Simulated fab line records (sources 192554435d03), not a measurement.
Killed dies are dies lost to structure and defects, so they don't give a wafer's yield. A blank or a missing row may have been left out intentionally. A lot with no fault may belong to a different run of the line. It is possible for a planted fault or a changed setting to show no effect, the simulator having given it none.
Matching of chambers	flow n5_finfet	N5_GATE_CUT_DESCUM_18 on rie_diel-02: 4 sister chambers
The step chemistry O2, time 7 s. 18 wafers are shown with their chamber, then 9 later ones without.

## WAFERS, EACH WITH ITS CHAMBER
wafer	chamber	drypump_motor_current_A (A)	showerhead_plenum_p_Torr (Torr)	throttle_valve_pct (%)
L074.2	2	4.9	2.08	20.18
L074.3	1	6.2	2.18	20.43
L074.4	3	5.9	2.01	20.47
L079.1	3	5.9	2.00	20.50
L079.4	0	5.7	2.10	20.26
L079.6	2	5.0	2.07	20.20
L084.3	2	4.9	2.07	20.20
L084.5	2	4.9	2.07	20.20
L084.6	1	6.2	2.17	20.45
L085.1	0	5.7	2.09	20.27
L085.2	3	5.9	2.00	20.50
L085.5	1	6.2	2.17	20.45
L086.1	2	4.9	2.07	20.20
L086.3	1	6.2	2.17	20.48
L086.4	0	5.7	2.09	20.28
L091.2	0	5.7	2.09	20.29
L091.4	3	5.9	2.00	20.52
L091.5	0	5.8	2.09	20.31

SIGNATURES (averages over the wafers above)
reading	chamber 0	chamber 1	chamber 2	chamber 3	scatter within a chamber
drypump_motor_current_A	5.720	6.200	4.920	5.900	0.0338
showerhead_plenum_p_Torr	2.0920	2.1725	2.0720	2.0025	0.00471
throttle_valve_pct	20.2820	20.4525	20.1960	20.4975	0.0176
Rule: distance of a wafer from a chamber = root of the sum over the readings of ((wafer's reading minus chamber's mean) / reading's scatter) squared. If the next closest chamber is less than 2 further off than the closest, the wafer can't be placed; otherwise it belongs to the closest. The scatter is the square root of a quotient: the sum, over the shown wafers, of each reading's squared deviation from its chamber's mean, divided by wafers minus chambers.

## WAFERS WITH NO CHAMBER GIVEN
wafer	drypump_motor_current_A (A)	showerhead_plenum_p_Torr (Torr)	throttle_valve_pct (%)
L095.2	5.7	2.09	20.33
L095.3	6.1	2.17	20.46
L095.5	5.9	1.99	20.55
L096.2	6.2	2.17	20.49
L096.4	5.9	1.99	20.55
L096.6	5.7	2.09	20.32
L097.2	5.7	2.09	20.33
L097.3	6.2	2.17	20.50
L097.6	5.7	2.09	20.32

## WHICH CHAMBER EACH ONE RAN IN
wafer	from the rows above	in truth
L095.2	0	0
L095.3	1	1
L095.5	3	3
L096.2	1	1
L096.4	3	3
L096.6	0	0
L097.2	0	0
L097.3	1	1
L097.6	0	0
Correct placement for 9 of the 9. Not placeable from these rows: 0. Wrongly placed: 0.
